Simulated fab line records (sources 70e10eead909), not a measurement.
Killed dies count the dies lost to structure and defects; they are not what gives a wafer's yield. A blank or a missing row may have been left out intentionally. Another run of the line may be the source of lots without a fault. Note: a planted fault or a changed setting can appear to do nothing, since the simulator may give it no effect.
fab line records + flow nand_harc
record
- lots=7
- wafers=20
- last_day=24
route steps=1159 shown A_BLC@967 END@1159
lots that met no fault: from a run of the same line without faults
start_h: start of the lot's first displayed wafer, in hours after the record's first day + wait_h: hours elapsed since this lot's preceding step + " repeats the value in the row above + L1.1+2: a row that stands for several wafers + - either no value or no given start + * or withheld: withheld + < > ~ a bound
route shown NAME@n: names a module that has steps shown in the file, with the first one's number in the route + usual: mean/standard deviation taken from wafers without a fault + same: alike in all rows + chamber/n: place in a boat + sites: per-site readings + _std_site: their standard deviation + _edge_site: outer sites' mean less inner sites' + radius_mm: for every site, how far away it sits from the centre of the wafer + mask NAME#n: copy n + behind: the most recent tool/chamber to have shaped the wafer + hold: the reason the lot was held/the length of the hold in hours/how it ended + device: whichever transistor did not switch (one of n, p or np) + end of line: at the end of the route, the tests of the same wafers + a step with no rows: only its recipe + killed: count of dies lost to structure and defects at first sort (not the wafer's yield) + map: dies across one wafer; x = killed, . = not, _ = none there
set.NAME: the setting as run; set.NAME@STEP: as run at that earlier step + model.NAME: the simulator's own value behind a step, which no gauge read
lots seen at some steps along the route; tables by step, rows by wafer
services: the hour from which a tool's chamber was out of use, counted from the record's first day as start_h (under 0 if before that day), plus the number of hours and why
## steps
# step NHARC_A_BLC_COAT_03
# recipe
- temp_c=225
- time_s=65
# step NHARC_A_BLC_COAT_04
# recipe
- spin_rpm=1500
- resist_thk_nm=90
# step NHARC_A_BLC_SOFTBAKE_05
# recipe
- temp_c=105
- time_s=55
# step NHARC_A_BLC_EBR_06
# step NHARC_A_BLC_EXPOSE_07
# recipe
- na=1.35
- target_cd_nm=100
- dose_mj=67.97
- mask_id=A_BLC
# step NHARC_A_BLC_PEB_08
# recipe
- peb_temp_c=100
- peb_time_s=65
# step NHARC_A_BLC_DEVELOP_09
# recipe
- develop_time_s=35
- dev_temp_c=23
# step NHARC_A_BLC_CD_MEAS_10
# recipe
- target_cd_nm=100
- landing_energy_ev=500
# usual
- cd_nm=100.1/0.78
# same
- landing_energy_ev=500
| lot.wafer | tool      | chamber | start_h | wait_h | cd_nm |
|-----------|-----------|---------|---------|--------|-------|
| L386.1    | cd_sem-02 | 0       | 414.75  | -      | 99.4  |
| L386.2    | "         | 0       | "       | "      | 99.1  |
| L386.5    | "         | 0       | "       | "      | 98.8  |
| L388.1    | cd_sem-02 | 0       | 433.17  | -      | 100.1 |
| L388.3    | "         | 0       | "       | "      | 100.3 |
| L388.4    | "         | 0       | "       | "      | 101.4 |
| L391.1    | cd_sem-02 | 0       | 440.78  | -      | 99.2  |
| L391.4    | "         | 0       | "       | "      | 99.6  |
| L391.5    | "         | 0       | "       | "      | 99.5  |
| L392.1    | cd_sem-01 | 0       | 448.15  | -      | 99.2  |
| L392.4    | "         | 0       | "       | "      | 100.1 |
| L401.3    | cd_sem-02 | 0       | 503.72  | -      | 100.0 |
| L401.4    | "         | 0       | "       | "      | 99.4  |
| L401.5    | "         | 0       | "       | "      | 99.4  |
| L402.1    | cd_sem-03 | 0       | 513.80  | -      | 100.4 |
| L402.2    | "         | 0       | "       | "      | 100.8 |
| L402.3    | "         | 0       | "       | "      | 99.0  |
| L405.1    | cd_sem-03 | 0       | 531.82  | -      | 99.4  |
| L405.2    | "         | 0       | "       | "      | 99.8  |
| L405.6    | "         | 0       | "       | "      | 99.9  |
# step NHARC_A_BLC_OVL_MEAS_11
# usual
- overlay_x_nm=-0.1/0.83
- overlay_y_nm=-0.2/0.82
| lot.wafer | tool       | chamber | start_h | wait_h | overlay_x_nm | overlay_y_nm |
|-----------|------------|---------|---------|--------|--------------|--------------|
| L386.1    | overlay-01 | -       | 414.84  | -      | 0.1          | -0.2         |
| L386.2    | "          | -       | "       | "      | 0.1          | 0.2          |
| L386.5    | "          | -       | "       | "      | 0.0          | -0.6         |
| L388.1    | overlay-02 | -       | 433.26  | -      | -0.5         | -0.5         |
| L388.3    | "          | -       | "       | "      | -0.5         | -0.4         |
| L388.4    | "          | -       | "       | "      | -0.3         | -0.2         |
| L391.1    | overlay-02 | -       | 440.87  | -      | 0.3          | 0.1          |
| L391.4    | "          | -       | "       | "      | 0.0          | 0.2          |
| L391.5    | "          | -       | "       | "      | 0.6          | 0.3          |
| L392.1    | overlay-02 | -       | 448.24  | -      | -0.8         | -1.1         |
| L392.4    | "          | -       | "       | "      | -0.9         | -1.1         |
| L401.3    | overlay-01 | -       | 503.81  | -      | 0.4          | 0.8          |
| L401.4    | "          | -       | "       | "      | 0.8          | 0.4          |
| L401.5    | "          | -       | "       | "      | 0.5          | 0.7          |
| L402.1    | overlay-01 | -       | 513.89  | -      | -0.6         | -0.2         |
| L402.2    | "          | -       | "       | "      | -0.7         | 0.0          |
| L402.3    | "          | -       | "       | "      | -0.8         | -0.6         |
| L405.1    | overlay-01 | -       | 531.91  | -      | -1.6         | -0.3         |
| L405.2    | "          | -       | "       | "      | -1.1         | -0.5         |
| L405.6    | "          | -       | "       | "      | -1.6         | -0.8         |
# step NHARC_A_BLC_INSPECT_12
# usual
- raw_defect_count=32/13
| lot.wafer | tool              | chamber | start_h | wait_h | raw_defect_count |
|-----------|-------------------|---------|---------|--------|------------------|
| L386.1    | defect_inspect-02 | -       | 414.87  | 0.0    | 54               |
| L386.2    | "                 | -       | "       | "      | 43               |
| L386.5    | "                 | -       | "       | "      | 56               |
| L388.1    | defect_inspect-01 | -       | 433.29  | 0.0    | 31               |
| L388.3    | "                 | -       | "       | "      | 30               |
| L388.4    | "                 | -       | "       | "      | 24               |
| L391.1    | defect_inspect-02 | -       | 440.90  | 0.0    | 17               |
| L391.4    | "                 | -       | "       | "      | 23               |
| L391.5    | "                 | -       | "       | "      | 21               |
| L392.1    | defect_inspect-01 | -       | 448.27  | 0.0    | 25               |
| L392.4    | "                 | -       | "       | "      | 18               |
| L401.3    | defect_inspect-02 | -       | 503.86  | 0.1    | 12               |
| L401.4    | "                 | -       | "       | "      | 15               |
| L401.5    | "                 | -       | "       | "      | 26               |
| L402.1    | defect_inspect-01 | -       | 513.92  | 0.0    | 23               |
| L402.2    | "                 | -       | "       | "      | 29               |
| L402.3    | "                 | -       | "       | "      | 14               |
| L405.1    | defect_inspect-01 | -       | 531.95  | 0.0    | 17               |
| L405.2    | "                 | -       | "       | "      | 14               |
| L405.6    | "                 | -       | "       | "      | 14               |
# step NHARC_A_BLC_DESCUM_15
# recipe
- time_s=3
- o2_flow_sccm=200
- ar_flow_sccm=0
- bias_power_w=0
- chemistry=O2
# usual
- drypump_motor_current_A=5.7/0.57
- oes_product_au=0.995/0.012
- rf_vpp_V=57.8/0.91
- showerhead_plenum_p_Torr=1.92/0.1
- throttle_valve_pct=11.311/0.0089
| lot.wafer | tool        | chamber | start_h | wait_h | drypump_motor_current_A | oes_product_au | rf_hours_counter_h | rf_vpp_V | showerhead_plenum_p_Torr | throttle_valve_pct |
|-----------|-------------|---------|---------|--------|-------------------------|----------------|--------------------|----------|--------------------------|--------------------|
| L386.2    | rie_diel-08 | 1       | 414.93  | 0.1    | 5.4                     | 0.996          | 10                 | 57.7     | 1.81                     | 11.303             |
| L386.1    | "           | 0       | "       | "      | 5.6                     | 1.004          | 11                 | 57.7     | 1.84                     | 11.307             |
| L386.5    | "           | 0       | "       | "      | 5.5                     | 0.991          | -                  | 56.3     | 1.83                     | 11.300             |
| L388.3    | rie_diel-06 | 3       | 433.35  | 0.1    | 5.1                     | 0.982          | 0                  | 58.2     | 1.88                     | 11.322             |
| L388.4    | "           | 0       | "       | "      | 4.9                     | 0.976          | 0                  | 58.0     | 2.04                     | 11.314             |
| L388.1    | "           | 1       | "       | "      | 6.6                     | 0.990          | 0                  | 58.4     | 1.79                     | 11.311             |
| L391.4    | rie_diel-06 | 0       | 440.97  | 0.1    | 4.9                     | 0.983          | 1                  | 57.8     | 2.04                     | 11.321             |
| L391.1    | "           | 2       | "       | "      | 5.9                     | 1.015          | 1                  | 58.6     | 2.03                     | 11.299             |
| L391.5    | "           | 0       | "       | "      | 4.9                     | 0.986          | -                  | 57.2     | 2.04                     | 11.332             |
| L392.4    | rie_diel-06 | 1       | 448.33  | 0.1    | 6.6                     | 0.999          | 2                  | 56.2     | 1.79                     | 11.312             |
| L392.1    | "           | 0       | "       | "      | 4.9                     | 0.978          | 1                  | 58.1     | 2.04                     | 11.323             |
| L401.3    | rie_diel-06 | 1       | 503.92  | 0.1    | 6.6                     | 0.994          | 8                  | 58.8     | 1.79                     | 11.299             |
| L401.4    | "           | 0       | "       | "      | 4.9                     | 0.986          | 8                  | 57.4     | 2.03                     | 11.315             |
| L401.5    | "           | 2       | "       | "      | 5.9                     | 1.009          | -                  | 57.9     | 2.03                     | 11.310             |
| L402.2    | rie_diel-02 | 1       | 513.98  | 0.1    | 6.3                     | 0.975          | 0                  | 58.3     | 1.80                     | 11.312             |
| L402.3    | "           | 3       | "       | "      | 5.2                     | 1.005          | 0                  | 57.3     | 1.78                     | 11.305             |
| L402.1    | "           | 0       | "       | "      | 6.2                     | 0.988          | 0                  | 58.3     | 2.08                     | 11.290             |
| L405.1    | rie_diel-08 | 3       | 532.02  | 0.1    | 5.7                     | 0.989          | 4                  | 57.3     | 1.94                     | 11.324             |
| L405.2    | "           | 0       | "       | "      | 5.5                     | 0.978          | 4                  | 57.7     | 1.83                     | 11.322             |
| L405.6    | "           | 2       | "       | "      | 6.1                     | 1.019          | -                  | 58.5     | 2.01                     | 11.304             |
# step NHARC_A_BLC_ETCH_16
# recipe
- target_depth_a=390
- over_etch_frac=0.3
- time_s=65
- ion_energy_ev=80
- cf4_flow_sccm=150
- ar_flow_sccm=0
- rf_w=300
- bias_w=100
- chemistry=CF4
# usual
- bias_w=100.04/0.28
- drypump_motor_current_A=5.6/0.56
- oes_product_au=0.994/0.012
- rf_vpp_V=151.4/1.3
- run_length_s=86.2/0.32
- showerhead_plenum_p_Torr=1.77/0.086
- throttle_valve_pct=13.282/0.0094
| lot.wafer | tool        | chamber | start_h | wait_h | bias_w | drypump_motor_current_A | oes_product_au | rf_hours_counter_h | rf_vpp_V | run_length_s | showerhead_plenum_p_Torr | throttle_valve_pct |
|-----------|-------------|---------|---------|--------|--------|-------------------------|----------------|--------------------|----------|--------------|--------------------------|--------------------|
| L386.2    | rie_diel-08 | 2       | 415.05  | 0.1    | 99.57  | 6.1                     | 1.009          | 13                 | 154.0    | 85.6         | 1.86                     | 13.287             |
| L386.1    | "           | 0       | "       | "      | 99.82  | 5.5                     | 1.005          | 11                 | 151.8    | 86.7         | 1.70                     | 13.288             |
| L386.5    | "           | 2       | "       | "      | 99.48  | 6.1                     | 0.998          | -                  | 153.1    | 85.7         | 1.86                     | 13.292             |
| L388.3    | rie_diel-06 | 1       | 433.45  | 0.1    | 99.97  | 6.6                     | 0.995          | 0                  | 152.8    | 86.5         | 1.66                     | 13.277             |
| L388.4    | "           | 2       | "       | "      | 100.52 | 5.9                     | 1.009          | 0                  | 152.3    | 86.7         | 1.87                     | 13.280             |
| L388.1    | "           | 3       | "       | "      | 100.10 | 5.1                     | 0.983          | 0                  | 150.5    | 86.3         | 1.74                     | 13.277             |
| L391.1    | rie_diel-06 | 1       | 441.05  | 0.1    | 99.90  | 6.6                     | 1.001          | 1                  | 150.9    | 86.4         | 1.66                     | 13.298             |
| L391.4    | "           | 0       | "       | "      | 100.52 | 4.9                     | 0.984          | 1                  | 151.7    | 85.8         | 1.87                     | 13.299             |
| L391.5    | "           | 2       | "       | "      | 100.10 | 5.9                     | 1.008          | -                  | 152.6    | 86.4         | 1.87                     | 13.290             |
| L392.4    | rie_diel-06 | 3       | 448.42  | 0.1    | 99.96  | 5.1                     | 0.982          | 1                  | 150.6    | 86.0         | 1.74                     | 13.268             |
| L392.1    | "           | 1       | "       | "      | 99.47  | 6.7                     | 0.998          | 2                  | 150.2    | 86.3         | 1.66                     | 13.278             |
| L401.3    | rie_diel-06 | 0       | 504.01  | 0.1    | 100.03 | 4.9                     | 0.975          | 8                  | 152.8    | 86.1         | 1.87                     | 13.273             |
| L401.4    | "           | 1       | "       | "      | 100.05 | 6.6                     | 0.987          | 8                  | 150.0    | 86.0         | 1.66                     | 13.291             |
| L401.5    | "           | 0       | "       | "      | 99.74  | 4.9                     | 0.986          | -                  | 152.1    | 85.7         | 1.87                     | 13.285             |
| L402.3    | rie_diel-02 | 3       | 514.09  | 0.1    | 99.93  | 5.2                     | 1.001          | 0                  | 151.4    | 86.1         | 1.65                     | 13.282             |
| L402.2    | "           | 0       | "       | "      | 99.56  | 6.2                     | 0.995          | 0                  | 152.7    | 85.6         | 1.91                     | 13.294             |
| L402.1    | "           | 1       | "       | "      | 99.76  | 6.3                     | 0.971          | 0                  | 151.2    | 86.6         | 1.67                     | 13.286             |
| L405.2    | rie_diel-08 | 2       | 532.10  | 0.1    | 100.68 | 6.1                     | 1.023          | 4                  | 151.8    | 86.5         | 1.85                     | 13.294             |
| L405.1    | "           | 1       | "       | "      | 100.27 | 5.4                     | 0.979          | 4                  | 150.2    | 86.1         | 1.68                     | 13.297             |
| L405.6    | "           | 2       | "       | "      | 100.30 | 6.1                     | 1.019          | -                  | 152.9    | 85.7         | 1.85                     | 13.291             |
# step NHARC_A_BLC_ETCH_17
# recipe
- target_depth_a=3900
- over_etch_frac=0.25
- time_s=609.38
- ion_energy_ev=200
- n2_flow_sccm=150
- h2_flow_sccm=150
- ar_flow_sccm=0
- rf_w=400
- bias_w=150
- chemistry=N2/H2
# usual
- bias_w=150.0/0.42
- drypump_motor_current_A=5.7/0.57
- h2_flow_sccm=150.0/0.46
- oes_product_au=0.995/0.013
- rf_vpp_V=431/3.1
- run_length_s=630.5/0.3
- showerhead_plenum_p_Torr=2.05/0.11
- throttle_valve_pct=14.170/0.0097
| lot.wafer | tool        | chamber | start_h | wait_h | bias_w | drypump_motor_current_A | h2_flow_sccm | oes_product_au | rf_hours_counter_h | rf_vpp_V | run_length_s | showerhead_plenum_p_Torr | throttle_valve_pct |
|-----------|-------------|---------|---------|--------|--------|-------------------------|--------------|----------------|--------------------|----------|--------------|--------------------------|--------------------|
| L386.1    | rie_diel-08 | 2       | 415.20  | -      | 150.0  | 6.1                     | 149.8        | 1.005          | 13                 | 433      | 630.8        | 2.15                     | 14.197             |
| L386.2    | "           | 0       | "       | "      | 150.6  | 5.5                     | 150.6        | 1.002          | 11                 | 427      | 630.5        | 1.95                     | 14.163             |
| L386.5    | "           | 0       | "       | "      | 150.1  | 5.5                     | 150.3        | 1.006          | -                  | 429      | 630.9        | 1.95                     | 14.183             |
| L388.3    | rie_diel-06 | 1       | 433.57  | -      | -      | 6.6                     | 150.0        | 1.004          | 0                  | 426      | 609.7        | 1.91                     | 14.168             |
| L388.4    | "           | 2       | "       | "      | 149.7  | 5.9                     | 150.4        | 1.010          | 0                  | 435      | 631.0        | 2.17                     | 14.172             |
| L388.1    | "           | 3       | "       | "      | -      | 5.1                     | 150.3        | 0.983          | 0                  | 430      | 609.9        | 2.01                     | 14.179             |
| L391.4    | rie_diel-06 | 1       | 441.14  | -      | 150.2  | 6.6                     | 149.3        | 1.002          | 1                  | 427      | 630.6        | 1.90                     | 14.164             |
| L391.1    | "           | 0       | "       | "      | -      | 4.9                     | 150.7        | 0.980          | 1                  | 434      | 610.0        | 2.17                     | 14.172             |
| L391.5    | "           | 1       | "       | "      | 150.4  | 6.6                     | 149.4        | 0.989          | -                  | 428      | 630.5        | 1.90                     | 14.155             |
| L392.4    | rie_diel-06 | 3       | 448.55  | -      | 150.3  | 5.1                     | 149.5        | 0.989          | 1                  | 430      | 630.3        | 2.01                     | 14.170             |
| L392.1    | "           | 1       | "       | "      | -      | 6.6                     | 150.0        | 0.997          | 2                  | 426      | 610.1        | 1.90                     | 14.174             |
| L401.4    | rie_diel-06 | 3       | 504.10  | -      | 149.6  | 5.1                     | 149.4        | 0.987          | 8                  | 429      | 630.6        | 2.00                     | 14.175             |
| L401.3    | "           | 1       | "       | "      | 150.5  | 6.6                     | 150.1        | 0.995          | 8                  | 425      | 631.0        | 1.90                     | 14.162             |
| L401.5    | "           | 3       | "       | "      | 149.4  | 5.1                     | 150.0        | 0.982          | -                  | 428      | 630.1        | 2.00                     | 14.185             |
| L402.3    | rie_diel-02 | 1       | 514.26  | -      | 149.8  | 6.3                     | 150.9        | 0.978          | 0                  | 425      | 630.9        | 1.91                     | 14.163             |
| L402.1    | "           | 3       | "       | "      | 149.5  | 5.2                     | 149.9        | 0.999          | 0                  | 426      | 630.9        | 1.89                     | 14.174             |
| L402.2    | "           | 0       | "       | "      | 149.5  | 6.2                     | 149.5        | 0.995          | 0                  | 434      | 630.2        | 2.22                     | 14.177             |
| L405.1    | rie_diel-08 | 3       | 532.19  | -      | 149.6  | 5.7                     | 149.6        | 0.998          | 4                  | 431      | 630.6        | 2.07                     | 14.152             |
| L405.2    | "           | 1       | "       | "      | 150.1  | 5.4                     | 150.2        | 0.973          | 4                  | 427      | 630.6        | 1.92                     | 14.170             |
| L405.6    | "           | 3       | "       | "      | 150.1  | 5.7                     | 149.9        | 0.995          | -                  | 432      | 630.5        | 2.07                     | 14.155             |
# step NHARC_A_BLC_ETCH_18
# recipe
- target_depth_a=9100
- c4f8_flow_sccm=20
- o2_flow_sccm=10
- ar_flow_sccm=withheld
- rf_w=600
- bias_w=1500
- chemistry=C4F8/O2/Ar
# usual
- bias_w=1500/4.2
- oes_product_au=0.949/0.022
- rf_vpp_V=978/6.9
| lot.wafer | tool        | chamber | start_h | wait_h | bias_w | oes_product_au | rf_hours_counter_h | rf_vpp_V |
|-----------|-------------|---------|---------|--------|--------|----------------|--------------------|----------|
| L386.1    | rie_diel-08 | 0       | -       | -      | 1497   | 0.971          | 12                 | 972      |
| L386.2    | "           | 1       | "       | "      | 1505   | 0.970          | 11                 | 971      |
| L386.5    | "           | 1       | "       | "      | 1504   | 0.961          | -                  | 971      |
| L388.4    | rie_diel-06 | 2       | -       | -      | 1499   | 0.992          | 0                  | 987      |
| L388.3    | "           | 3       | "       | "      | 1495   | 0.950          | 0                  | 977      |
| L388.1    | "           | 0       | "       | "      | 1496   | 0.939          | 0                  | 987      |
| L391.1    | rie_diel-06 | 1       | -       | -      | 1500   | 0.962          | 1                  | 971      |
| L391.4    | "           | 2       | "       | "      | 1495   | 0.979          | 1                  | 985      |
| L391.5    | "           | 2       | "       | "      | 1498   | 0.987          | -                  | 988      |
| L392.4    | rie_diel-06 | 3       | -       | -      | 1504   | 0.953          | 2                  | 976      |
| L392.1    | "           | 2       | "       | "      | 1505   | 0.966          | 2                  | 986      |
| L401.4    | rie_diel-06 | 1       | -       | -      | 1500   | 0.938          | 8                  | 970      |
| L401.3    | "           | 2       | "       | "      | 1499   | 0.947          | 8                  | 986      |
| L401.5    | "           | 3       | "       | "      | 1501   | 0.935          | -                  | 976      |
| L402.2    | rie_diel-02 | 1       | -       | -      | 1504   | 0.931          | 2                  | 973      |
| L402.3    | "           | 3       | "       | "      | 1498   | 0.954          | 2                  | 969      |
| L402.1    | "           | 0       | "       | "      | 1502   | 0.943          | 2                  | 988      |
| L405.1    | rie_diel-08 | 1       | -       | -      | 1496   | 0.957          | 4                  | 972      |
| L405.2    | "           | 2       | "       | "      | 1498   | 0.969          | 5                  | 986      |
| L405.6    | "           | 1       | "       | "      | 1501   | 0.947          | -                  | 972      |
# step NHARC_END_SORT_01
# recipe
- temp_c=25
# usual
- killed_at_array=31/11
- killed_at_other=0.5/0.78
- killed_at_periphery=3.0/2
- killed_dies=34/12
- killed_open=3.2/2
- killed_short=1.9/1.6
# same
- gross_dies=677
| lot.wafer | tool      | chamber | start_h | wait_h | killed_at_array | killed_at_other | killed_at_periphery | killed_dies | killed_open | killed_short |
|-----------|-----------|---------|---------|--------|-----------------|-----------------|---------------------|-------------|-------------|--------------|
| L388.1    | prober-01 | 0       | 481.58  | 2.6    | 30              | 0               | 0                   | 30          | 1           | 1            |
| L388.3    | prober-01 | 0       | 483.20  | 3.2    | 34              | 0               | 6                   | 40          | 4           | 5            |
| L388.4    | prober-01 | 0       | 484.01  | 3.4    | 28              | 2               | 5                   | 35          | 3           | 5            |
# killed by level:class
L388.1 A_CHANNEL_HOLE_D1:chamber_film_flake=16 A_BLC:chamber_film_flake=5 A_CONTACT:chamber_film_flake=4 A_STAIRCASE:chamber_film_flake=2 A_CHANNEL_FILL_D1:geometric_particle:short=1 A_M0:geometric_particle:open=1 A_SLIT:chamber_film_flake=1
L388.3 A_CHANNEL_HOLE_D1:chamber_film_flake=15 A_STAIRCASE:chamber_film_flake=5 A_CONTACT:chamber_film_flake=5 P_M0:geometric_particle:short=3 A_BLC:chamber_film_flake=3 A_SLIT:chamber_film_flake=2 P_CONTACT:geometric_particle:open=1 P_M0:geometric_particle:open=1
L388.4 A_CHANNEL_HOLE_D1:chamber_film_flake=11 A_STAIRCASE:chamber_film_flake=5 A_BLC:chamber_film_flake=5 A_CONTACT:chamber_film_flake=2 THIN_TSV:chamber_film_flake=2 P_GATE:geometric_particle:open=1 P_CONTACT:geometric_particle:open=1 P_CONTACT:geometric_particle:short=1
## services
| tool        | chamber | start_h | hours | kind       |
|-------------|---------|---------|-------|------------|
| rie_diel-06 | 0       | 397.30  | -     | clean      |
| rie_diel-06 | 1       | 397.30  | -     | clean      |
| rie_diel-06 | 2       | 397.30  | -     | clean      |
| rie_diel-06 | 3       | 397.30  | -     | clean      |
| rie_diel-08 | 3       | 402.80  | 16.6  | repair     |
| rie_diel-06 | -       | 418.20  | 9.0   | pm         |
| rie_diel-06 | 0       | 418.20  | 9.0   | vent_cycle |
| rie_diel-06 | 1       | 418.20  | 9.0   | vent_cycle |
| rie_diel-06 | 2       | 418.20  | 9.0   | vent_cycle |
| rie_diel-06 | 3       | 418.20  | 9.0   | vent_cycle |
| rie_diel-06 | 0       | 427.20  | -     | clean      |
| rie_diel-06 | 1       | 427.20  | -     | clean      |
| rie_diel-06 | 2       | 427.20  | -     | clean      |
| rie_diel-06 | 3       | 427.20  | -     | clean      |
| rie_diel-06 | 0       | 451.70  | -     | clean      |
| rie_diel-06 | 1       | 451.70  | -     | clean      |
| rie_diel-06 | 2       | 451.70  | -     | clean      |
| rie_diel-06 | 3       | 451.70  | -     | clean      |
| rie_diel-02 | 2       | 467.67  | 16.4  | repair     |
| rie_diel-08 | 1       | 468.33  | 24.8  | repair     |
| rie_diel-06 | 0       | 476.20  | -     | clean      |
| rie_diel-08 | -       | 478.87  | 9.0   | pm         |
| rie_diel-02 | -       | 504.85  | 9.0   | pm         |
| rie_diel-06 | 2       | 522.71  | 3.3   | repair     |
## key
first_sign
- step=NHARC_A_BLC_ETCH_17
- reading=run_length_s
- direction=down
- sigmas=68
- usual=*
- struck=*
effect none on later readings
met_at NHARC_A_BLC_ETCH_17
struck_wafers L388.1,L388.3,L391.1,L392.1
tester_left_out L388,L391,L392
fault
- kind=process_parameter_drift
- tool=rie_diel-06
- chamber=-
- onset_h=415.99
- steps=NHARC_A_BLC_ETCH_17
- channel=time_s
- offset=*
- shape=step
- end_h=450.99
- scope=struck_wafers_only
- acts_in=*
- stated=*
# tester_left_out: of these lots the tester's yield and bins aren't shown, on N5 and GAA mostly nor the transistor test; their killed dies are dies lost to structure and defects alone, not to doping, threshold or leakage, so they don't give the yield
